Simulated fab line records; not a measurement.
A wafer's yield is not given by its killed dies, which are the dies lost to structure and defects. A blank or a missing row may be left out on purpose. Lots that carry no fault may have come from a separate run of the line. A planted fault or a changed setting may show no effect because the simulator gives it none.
Code-filled problem report in 8D (eight disciplines) form | flow n5Finfet | the parts of the form that need people (team, actions taken, sign-off) are left out

== 1. THE ISSUE ==
Wafers without a fault read 1500.0 rpm, standard deviation 1; spinSpeedRpm at N5_BEOL_M2_COAT_62 reads a mean of 1449.5 rpm on 6 wafers belonging to 2 lots. That is -51 standard deviations from the usual mean.
The step: time 60 s, resist thk 12 nm.
The first sign was on wafer L700.1 at day 9 08:37, on lithoTrack-03. Wafers with a number at this step in the record: 27, from 9 lots. By rule, "out" or "out of limits" means more than 4 standard deviations away from the usual mean. The other wafers with a number count as sound.

== 2. WHAT IT IS AND WHAT IT IS NOT ==
question                    | is                     | is not
which readings at this step | spinSpeedRpm           | chillPlateTempC, resistLineTempC
which lots                  | L700, L702             | L692, L693, L699, L703, L704, L711, L713
which wafers of those lots  | all that have a number | -
read on which tools         | lithoTrack-03          | lithoTrack-02, lithoTrack-04
when                        | from day 9 08:37       | up to then (6 sound wafers); but 15 sound wafers of L699, L703, L704, L711, L713 came after

== 3. THE SUSPECTS, EACH WITH WHAT RULES IT OUT ==
Counting: any tool at a process step up to the reading is kept as a suspect provided that every lot that is out went through it and no sound lot did after the first of them.
- lithoTrack-03 at N5_BEOL_M2_COAT_62 (time 60 s, resist thk 12 nm): kept. Every lot that is out went through it, starting with L700 (day 9 08:37), and after that it ran no sound lot; the last sound lot it ran before then is L692 (day 7 00:32). Out on those wafers are its own readings of spinSpeedRpm.
The count leaves lithoTrack-03 at N5_BEOL_M2_COAT_62.

== 4. THE CAUSE (what the simulator had put in) ==
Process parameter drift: lithoTrack-03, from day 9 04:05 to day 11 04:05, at N5_BEOL_M2_COAT_62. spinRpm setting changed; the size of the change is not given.
The count eliminated every tool but this one.

== 5. THE EFFECT CHAIN, in route order ==
One row per reading whose mean, taken over the struck wafers that have a number, lies over 3 standard deviations from the usual. Only readings for which the record gives a usual standard deviation are gone through. hours: the time from each lot's start at the first step in this table that gives one to its start at this step, as a median over the lots. sigmas: the change in usual standard deviations.
hours | step               | reading      | usual      | on struck wafers | change | sigmas
0     | N5_BEOL_M2_COAT_62 | spinSpeedRpm | 1500.0 rpm | 1449.5           | -50.5  | -51
The process steps in it:
- N5_BEOL_M2_COAT_62: time 60 s, resist thk 12 nm.
At these later measuring or inspecting steps, every struck wafer for which the step has a row has a number for every such reading, and none has moved that far: N5_BEOL_M4_RC_MEAS_101.

== 6. WHAT WOULD HAVE CAUGHT IT SOONER ==
In this record no reading fell out of limits until day 9 08:37, 5 hours after the fault had begun at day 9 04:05.
